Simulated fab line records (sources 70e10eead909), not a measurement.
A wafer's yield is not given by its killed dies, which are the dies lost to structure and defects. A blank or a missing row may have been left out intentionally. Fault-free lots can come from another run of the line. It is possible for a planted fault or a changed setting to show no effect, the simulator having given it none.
Comparing a struck lot with a sound one | flow nand-harc | 15 steps out of a route of 1302
Sound: these wafers, L923.1, L923.2, L923.4. Wafers struck: L933.1, L933.3, L933.6. At the end, the cause is stated.
For every step that has rows: the tool of each side, followed by ch and its chambers, followed by its first start. Under that, the readings that differ: sound wafers | struck wafers | difference of the means | sigmas: that difference in standard deviations of wafers without a fault.
alike: a reading whose means differ by less than 2 such deviations, as well as words and numbers matching on both sides. not compared: withheld readings; readings where some wafer has no value; bounds like >300 that might hide an equal value; numbers whose values overlap and for which the record gives no deviation.
The two part at a step that has a row with sigmas, a row that says differs or no value, or rows on one side only. Non-overlapping numbers with no deviation appear without sigmas and do not part them. A reading missing from all wafers of one side parts the sides only when that side holds two or more wafers.

first, 7 steps without rows for these wafers: NHARC_A_BONDPAD_COAT_33 (time 65 s); NHARC_A_BONDPAD_COAT_03 (resist thk 600 nm); NHARC_A_BONDPAD_SOFTBAKE_04 (time 70 s); NHARC_A_BONDPAD_EBR_05; NHARC_A_BONDPAD_EXPOSE_06 (exposes mask A BPAD); NHARC_A_BONDPAD_PEB_07 (peb time 80 s); NHARC_A_BONDPAD_DEVELOP_08 (time 50 s).
NHARC_A_BONDPAD_CD_MEAS_09 targets a cd of 500 nm.
  sound on cd-sem-02 ch 0, day 24 10:39; struck on cd-sem-01 ch 0, day 29 12:32
  alike: cd-nm
NHARC_A_BONDPAD_OVL_MEAS_35:
  sound: overlay-01 at day 24 10:44; struck: overlay-01 at day 29 12:37
  alike: overlay-x-nm, overlay-y-nm
then, 1 step without rows for these wafers: NHARC_A_BONDPAD_HARDBAKE_10 (time 65 s).
NHARC_A_BONDPAD_DESCUM_11: chemistry O2, time 3 s.
  sound on rie-diel-05 ch 0,2,3, day 24 10:52; struck on rie-diel-05 ch 0,2, day 29 12:44
  alike: chamber-pressure-mTorr, drypump-motor-current-A, oes-product-au, rf-vpp-V, showerhead-plenum-p-Torr, throttle-valve-pct
  not compared: rf-hours-counter-h
NHARC_A_BONDPAD_ETCH_34: etches the open film in N2/H2, target depth 60 nm, overetch 18 nm, time 65.91 s.
  sound on rie-diel-05 ch 0,1,3, day 24 10:57; struck on rie-diel-05 ch 0,2, day 29 12:50
  alike: bias-w, chamber-pressure-mTorr, drypump-motor-current-A, n2-flow-sccm, oes-product-au, rf-fwd-power-W, rf-vpp-V, showerhead-plenum-p-Torr, throttle-valve-pct
  not compared: rf-hours-counter-h
NHARC_A_BONDPAD_ETCH_12: etches the open film in CHF3/O2, target depth 220 nm, time 110 s.
  sound on rie-diel-05 ch 1,2,3, day 24 11:02; struck on rie-diel-05 ch 0,2,3, day 29 12:55
  no value came back on the struck wafers for any of 9 readings (bias-w (W), chamber-pressure-mTorr (mTorr) and others); on the sound wafers bias-w (W) reads 199.7 199.5 201.4
NHARC_A_BONDPAD_CD_MEAS_13:
  sound: cd-sem-02 at day 24 11:11; struck: cd-sem-02 at day 29 13:04
  alike: cd-nm
NHARC_END_SORT_01:
  sound on prober-01 ch 0, day 25 20:10; struck on prober-02 ch 0, day 30 19:32
  reading                  | sound          | struck                                                               | difference                   | sigmas
  hold                     | - - -          | await-dispo/1.1h/scrap await-dispo/1.1h/scrap await-dispo/1.1h/scrap | no value on the sound wafers |
  defect-limited-yield (%) | 95.6 95.4 95.1 | 0 0 0                                                                | -95                          | -37
  killed-at-array          | 27 24 22       | 669 672 674                                                          | +647                         | +38
  killed-at-other          | 0 0 1          | 4 3 2                                                                | +3                           | +2
  killed-dies              | 30 31 33       | 677 677 677                                                          | +646                         | +38
  alike: killed-at-periphery, killed-open, killed-short

== WHERE THEY PART ==
Last at NHARC_END_SORT_01 as far as this record goes, first at NHARC_A_BONDPAD_ETCH_12.

WHY: what the simulator had put in
Skipped step whole: rie-diel-05, from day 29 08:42 on, at NHARC_A_BONDPAD_ETCH_12. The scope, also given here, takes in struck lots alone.
